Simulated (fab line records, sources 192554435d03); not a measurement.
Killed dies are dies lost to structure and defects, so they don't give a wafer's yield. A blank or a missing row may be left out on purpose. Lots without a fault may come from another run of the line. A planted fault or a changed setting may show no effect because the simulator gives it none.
Problem report in the 8D (eight disciplines) form, filled by code | flow n5_finfet | the parts of the form that need people (team, actions taken, sign-off) are left out

1. THE PROBLEM
strip_time_to_endpoint_s at N5_ZERO_LAYER_STRIP_24 reads a mean of 43.10 s on 6 wafers of 2 lots; wafers without a fault read 43.91 s with a standard deviation of 0.068. That is -12 standard deviations from the usual mean.
The step: strips in O2.
First seen on wafer L437.1, day 4 01:01, on plasma_asher-02. The record holds 27 wafers of 9 lots with a number at this step. Rule for "out", or "out of limits": more than 4 standard deviations from the usual mean. The other wafers with a number count as sound.

2. WHAT IT IS AND WHAT IT IS NOT
question                    | is                               | is not
which readings at this step | strip_time_to_endpoint_s         | drypump_motor_current_A, heater_power_w, oes_product_au
which lots                  | L437, L438                       | L428, L431, L436, L439, L444, L449, L450
which wafers of those lots  | all that have a number           | -
read on which tools         | plasma_asher-01, plasma_asher-02 | -
when                        | from day 4 01:01                 | up to then (9 sound wafers); but 12 sound wafers of L439, L444, L449, L450 came after

3. SUSPECTS, AND WHAT RULES EACH OUT
Counting: a tool at a process step up to the reading stays a suspect if it ran every lot that is out and no sound lot after the first of them.
- rie_si-01 at N5_ZERO_LAYER_ETCH_18 (etches Si in HBr/Cl2, target depth 120 nm, time 40 s): ruled out as a lasting fault. Sound lots L450 ran on it after its first lot that is out, L437 (day 4 00:55).
Left after counting: nothing in the record.

4. THE CAUSE (what the simulator had put in)
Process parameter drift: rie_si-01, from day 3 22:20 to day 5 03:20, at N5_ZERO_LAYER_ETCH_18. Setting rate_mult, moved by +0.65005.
Counting ruled it out, wrongly: the rule takes a fault to strike every lot that its tool runs from its start on, and this one did not.

5. THE CHAIN OF EFFECTS, in route order
Each row: a reading whose mean over the struck wafers that have a number lies more than 3 standard deviations from the usual. Only readings for which the record gives a usual standard deviation are gone through. hours: the time from each lot's start at the first step in this table that gives one to its start at this step, as a median over the lots. sigmas: the change in usual standard deviations.
hours | step                   | reading                  | usual   | on struck wafers | change | sigmas
0     | N5_ZERO_LAYER_STRIP_24 | strip_time_to_endpoint_s | 43.91 s | 43.10            | -0.81  | -12
The process steps in it:
- N5_ZERO_LAYER_STRIP_24: strips in O2.
Later measuring or inspecting steps at which every struck wafer that the step has a row for has a number for every such reading, and none has moved that far: N5_WELL_APT_CD_MEAS_25, N5_PMOS_HMC_CHANNEL_EPI_THK_MEAS_22, N5_BEOL_M4_RC_MEAS_101.

6. WHAT WOULD HAVE CAUGHT IT SOONER
In this record the first reading out of limits was taken at day 4 01:01, 3 hours after the fault began at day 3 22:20.
Of the tool readings at N5_ZERO_LAYER_ETCH_18 for which the record gives a usual standard deviation, none was out on any struck wafer, so an alarm limit of 4 standard deviations on them would not have fired.
